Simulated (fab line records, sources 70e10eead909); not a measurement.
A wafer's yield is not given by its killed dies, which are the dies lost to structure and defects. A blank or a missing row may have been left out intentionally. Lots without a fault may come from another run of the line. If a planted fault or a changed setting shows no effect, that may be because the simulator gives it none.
What tool caused it?	flow nand_harc	24 lots with 72 wafers sampled at 5 steps, on a route of 1302 steps

== WHAT THE GAUGES READ, wafer by wafer ==
NHARC_A_M1_OVL_MEAS_10: pitch 240 nm. Usual: overlay_x_nm -0.1 nm, standard deviation 0.7; overlay_y_nm -0.1 nm, standard deviation 0.95.
lot	measured	on	overlay_x_nm (nm)	overlay_y_nm (nm)	flag
L074	day 22 13:02	overlay-02	-0.3 -0.4 -0.6	-0.6 0.3 -0.3	
L075	day 23 04:58	overlay-02	-1.5 -1.4 -1.7	0.9 0.9 0.7	
L076	day 23 11:13	overlay-02	-1.7 -0.5 -0.8	0.1 0.1 0.6	
L078	day 23 18:22	overlay-01	-0.9 -0.3 -0.4	-0.4 -0.8 -0.6	
L077	day 24 11:37	overlay-02	0.5 -0.1 -0.2	-0.7 -0.8 -0.3	
L080	day 25 04:34	overlay-01	-0.2 -0.1 -0.2	-0.3 0.1 -0.3	
L079	day 25 12:17	overlay-01	0.2 0.1 0.2	-0.6 -0.3 0.3	
L081	day 25 16:19	overlay-01	0.5 0.5 0.5	-0.4 -0.3 0.1	
L082	day 26 03:51	overlay-01	-0.7 -0.9 -0.8	1.7 2.2 1.7	
L084	day 26 18:44	overlay-02	-0.3 0.0 0.2	-0.6 -0.6 -0.6	
L083	day 27 02:02	overlay-02	0.7 1.4 0.7	0.6 0.2 1.5	
L086	day 27 06:34	overlay-02	0.4 -0.1 0.3	-0.5 -0.4 -0.8	
L085	day 27 07:28	overlay-01	0.5 0.9 0.1	0.5 0.1 1.5	
L088	day 28 14:34	overlay-01	-0.5 -0.5 -0.4	0.6 -0.1 -0.6	
L089	day 28 16:20	overlay-02	-0.3 -0.3 0.6	-0.4 -0.7 -0.3	
L087	day 28 22:16	overlay-02	-0.4 -0.9 -0.9	-0.5 0.4 -0.2	
L091	day 29 04:16	overlay-02	-0.2 -0.1 -0.4	-1.8 -2.1 -3.1	
L090	day 29 04:45	overlay-01	0.9 0.2 0.7	0.2 -0.2 -0.1	
L093	day 30 22:40	overlay-01	0.1 -0.2 -0.5	1.3 0.9 0.7	
L092	day 31 00:55	overlay-02	-0.7 -0.4 -0.4	-1.9 -2.0 -1.6	
L094	day 31 07:14	overlay-02	0.9 1.0 1.6	-1.6 -1.6 -1.5	
L095	day 31 15:40	overlay-01	0.5 0.0 0.7	0.8 -0.4 1.0	
L096	day 31 23:45	overlay-01	0.7 0.6 1.1	-0.1 -0.4 -0.6	
L097	day 32 09:48	overlay-02	-0.3 -0.9 -1.0	0.6 0.2 0.4	

NHARC_A_M1_CD_MEAS_16. Usual: cd_nm 119.7 nm, standard deviation 0.95.
lot	measured	on	cd_nm (nm)	flag
L074	day 22 13:55	cd_sem-01	120.0 117.4 119.4	
L075	day 23 05:22	cd_sem-02	120.4 119.2 118.1	
L076	day 23 11:40	cd_sem-02	121.2 121.0 119.9	
L078	day 23 18:46	cd_sem-01	119.9 121.0 118.4	
L077	day 24 12:01	cd_sem-02	121.1 119.7 119.9	
L080	day 25 04:59	cd_sem-03	119.0 120.5 119.5	
L079	day 25 12:44	cd_sem-03	120.2 119.9 121.5	
L081	day 25 16:43	cd_sem-01	119.4 119.5 119.4	
L082	day 26 04:15	cd_sem-03	119.5 120.6 119.3	
L084	day 26 19:08	cd_sem-03	121.1 120.8 120.0	
L083	day 27 02:26	cd_sem-02	119.5 118.5 119.6	
L086	day 27 06:58	cd_sem-02	118.7 119.4 118.9	
L085	day 27 07:53	cd_sem-03	119.0 119.5 120.5	
L088	day 28 15:01	cd_sem-02	119.2 120.4 119.0	
L089	day 28 16:47	cd_sem-02	119.3 119.6 119.3	
L087	day 28 22:43	cd_sem-03	117.9 120.1 120.2	
L091	day 29 04:40	cd_sem-03	120.2 119.0 120.9	
L090	day 29 05:10	cd_sem-01	119.4 118.0 118.8	
L093	day 30 23:04	cd_sem-03	121.5 120.4 120.7	
L092	day 31 01:19	cd_sem-03	120.6 119.2 119.0	
L094	day 31 07:38	cd_sem-02	119.6 120.4 119.9	
L095	day 31 16:05	cd_sem-01	119.9 118.8 119.8	
L096	day 32 00:09	cd_sem-03	120.2 118.3 119.8	
L097	day 32 10:13	cd_sem-01	119.1 118.6 118.4	

NHARC_A_M1_THK_MEAS_24: measures by xrf. Usual: thk_nm 154.3 nm, standard deviation 1.7.
lot	measured	on	thk_nm (nm)	flag
L074	day 22 16:04	film_metro-01	153.6 154.1 154.3	
L075	day 23 07:31	film_metro-01	152.5 154.0 156.0	
L076	day 23 13:50	film_metro-02	157.1 154.4 152.7	
L078	day 23 20:55	film_metro-02	153.0 157.0 155.0	
L077	day 24 14:11	film_metro-01	156.9 154.7 155.4	
L080	day 25 07:05	film_metro-02	151.3 156.1 153.4	
L079	day 25 15:05	film_metro-02	154.8 151.4 155.4	
L081	day 25 18:50	film_metro-02	154.5 152.4 153.6	
L082	day 26 06:35	film_metro-01	153.3 152.4 152.4	
L084	day 26 21:16	film_metro-01	151.6 153.7 152.8	
L083	day 27 04:38	film_metro-01	153.8 153.4 154.5	
L086	day 27 09:04	film_metro-01	156.0 155.0 152.6	
L085	day 27 09:59	film_metro-01	156.0 154.8 152.4	
L088	day 28 17:14	film_metro-01	153.7 152.7 152.4	
L089	day 28 18:56	film_metro-02	154.0 153.5 153.3	
L087	day 29 00:53	film_metro-02	156.7 149.9 156.6	
L091	day 29 06:50	film_metro-01	151.6 155.3 155.0	
L090	day 29 07:59	film_metro-02	155.4 157.5 151.7	
L093	day 31 01:13	film_metro-01	154.6 150.0 155.1	
L092	day 31 03:25	film_metro-01	153.8 156.8 155.0	
L094	day 31 09:47	film_metro-02	152.5 154.2 153.1	
L095	day 31 18:14	film_metro-02	155.1 153.8 155.2	
L096	day 32 02:18	film_metro-01	155.1 152.5 155.5	
L097	day 32 12:22	film_metro-02	155.3 157.2 156.0	

== WHICH TOOL RAN EACH LOT (tool, then ch and the chambers of the sampled wafers, then the start) ==
lot	NHARC_A_M0_ANNEAL_30	NHARC_A_M1_PVD_20
L074	rtp_anneal-02 ch 0, day 22 10:50	pvd_sputter-01, day 22 16:04 or earlier
L075	rtp_anneal-02 ch 0, day 23 02:41	pvd_sputter-01, day 23 07:31 or earlier
L076	rtp_anneal-01 ch 0, day 23 08:57	pvd_sputter-01, day 23 13:50 or earlier
L078	rtp_anneal-02 ch 0, day 23 15:45	pvd_sputter-01, day 23 20:55 or earlier
L077	rtp_anneal-01 ch 0, day 24 09:20	pvd_sputter-03, day 24 14:11 or earlier
L080	rtp_anneal-01 ch 0, day 25 02:19	pvd_sputter-01, day 25 07:05 or earlier
L079	rtp_anneal-01 ch 0, day 25 10:10	pvd_sputter-02, day 25 15:05 or earlier
L081	rtp_anneal-02 ch 0, day 25 14:09	pvd_sputter-03, day 25 18:50 or earlier
L082	rtp_anneal-01 ch 0, day 26 01:36	pvd_sputter-03, day 26 06:35 or earlier
L084	rtp_anneal-02 ch 0, day 26 16:26	pvd_sputter-03, day 26 21:16 or earlier
L083	rtp_anneal-01 ch 0, day 26 23:53	pvd_sputter-01, day 27 04:38 or earlier
L086	rtp_anneal-01 ch 0, day 27 04:18	pvd_sputter-02, day 27 09:04 or earlier
L085	rtp_anneal-01 ch 0, day 27 05:13	pvd_sputter-02, day 27 09:59 or earlier
L088	rtp_anneal-01 ch 0, day 28 12:22	pvd_sputter-03, day 28 17:14 or earlier
L089	rtp_anneal-01 ch 0, day 28 14:02	pvd_sputter-01, day 28 18:56 or earlier
L087	rtp_anneal-01 ch 0, day 28 20:01	pvd_sputter-01, day 29 00:53 or earlier
L091	rtp_anneal-01 ch 0, day 29 01:54	pvd_sputter-01, day 29 06:50 or earlier
L090	rtp_anneal-02 ch 0, day 29 02:21	pvd_sputter-02, day 29 07:59 or earlier
L093	rtp_anneal-01 ch 0, day 30 20:31	pvd_sputter-01, day 31 01:13 or earlier
L092	rtp_anneal-02 ch 0, day 30 22:35	pvd_sputter-01, day 31 03:25 or earlier
L094	rtp_anneal-02 ch 0, day 31 05:09	pvd_sputter-03, day 31 09:47 or earlier
L095	rtp_anneal-02 ch 0, day 31 13:25	pvd_sputter-02, day 31 18:14 or earlier
L096	rtp_anneal-01 ch 0, day 31 21:32	pvd_sputter-02, day 32 02:18 or earlier
L097	rtp_anneal-01 ch 0, day 32 07:32	pvd_sputter-02, day 32 12:22 or earlier
- NHARC_A_M0_ANNEAL_30: time 90 s.
- NHARC_A_M1_PVD_20: deposits TaN, target thk 5 nm, time 8.06 s.

== AS READ BY THE TOOLS THEMSELVES (means over the sampled wafers that have a number; for cases with no such wafer, the mark the record gives instead) ==
NHARC_A_M0_ANNEAL_30. Usual: wafer_temp_C_max 225.89, standard deviation 0.25.
lot	tool	wafer_temp_C_max	flag
L074	rtp_anneal-02	225.79	
L075	rtp_anneal-02	225.47	
L076	rtp_anneal-01	226.03	
L078	rtp_anneal-02	225.79	
L077	rtp_anneal-01	225.91	
L080	rtp_anneal-01	226.13	
L079	rtp_anneal-01	226.11	
L081	rtp_anneal-02	225.92	
L082	rtp_anneal-01	226.20	
L084	rtp_anneal-02	225.70	
L083	rtp_anneal-01	226.03	
L086	rtp_anneal-01	226.07	
L085	rtp_anneal-01	226.08	
L088	rtp_anneal-01	226.04	
L089	rtp_anneal-01	225.94	
L087	rtp_anneal-01	226.10	
L091	rtp_anneal-01	225.68	
L090	rtp_anneal-02	225.68	
L093	rtp_anneal-01	225.89	
L092	rtp_anneal-02	225.62	
L094	rtp_anneal-02	225.50	
L095	rtp_anneal-02	225.68	
L096	rtp_anneal-01	226.17	
L097	rtp_anneal-01	225.82	

NHARC_A_M1_PVD_20. Usual: chamber_pressure_pa 0.12 Pa, standard deviation 0.00025; substrate_temp_c 50.01 C, standard deviation 0.1; throttle_valve_pct 30.1 %, standard deviation 0.92.
lot	tool	chamber_pressure_pa (Pa)	substrate_temp_c (C)	throttle_valve_pct (%)	flag
L074	pvd_sputter-01	0.12	50.02	31.0	
L075	pvd_sputter-01	0.12	50.03	29.6	
L076	pvd_sputter-01	0.12	50.16	30.3	
L078	pvd_sputter-01	0.12	50.04	30.1	
L077	pvd_sputter-03	0.12	49.97	29.3	
L080	pvd_sputter-01	0.12	49.97	29.8	
L079	pvd_sputter-02	0.12	49.94	30.8	
L081	pvd_sputter-03	0.12	50.10	28.5	
L082	pvd_sputter-03	0.12	49.98	29.2	
L084	pvd_sputter-03	0.12	50.04	29.0	
L083	pvd_sputter-01	0.12	49.98	30.2	
L086	pvd_sputter-02	0.12	49.92	31.3	
L085	pvd_sputter-02	0.12	50.04	31.1	
L088	pvd_sputter-03	0.12	50.05	28.7	
L089	pvd_sputter-01	0.12	50.02	29.9	
L087	pvd_sputter-01	0.12	50.00	30.0	
L091	pvd_sputter-01	0.12	49.99	30.2	
L090	pvd_sputter-02	0.12	49.95	30.1	
L093	pvd_sputter-01	0.12	50.00	30.7	
L092	pvd_sputter-01	0.12	50.03	30.5	
L094	pvd_sputter-03	0.12	50.00	29.7	
L095	pvd_sputter-02	0.12	50.01	31.0	
L096	pvd_sputter-02	0.12	50.05	31.4	
L097	pvd_sputter-02	0.12	49.98	30.6	

== THE ANSWER, worked out from the rows above alone ==
Rule: a lot counts as off when the mean over its wafers that have a number is more than 3 standard deviations away from the usual mean. A lot without any number at a reading at which 4 lots or more have one is off too. The other lots that the step has rows for count as sound. After the gauges, taken in route order, come the tools' own readings; for these a lot's mean is taken, as printed above. At the first step where some lot is off, the reading lying furthest off is the one used; lots without a number count as furthest.
None of the lots is off at any reading shown; this tells nothing.

== WHAT THE SIMULATOR HAD INSERTED ==
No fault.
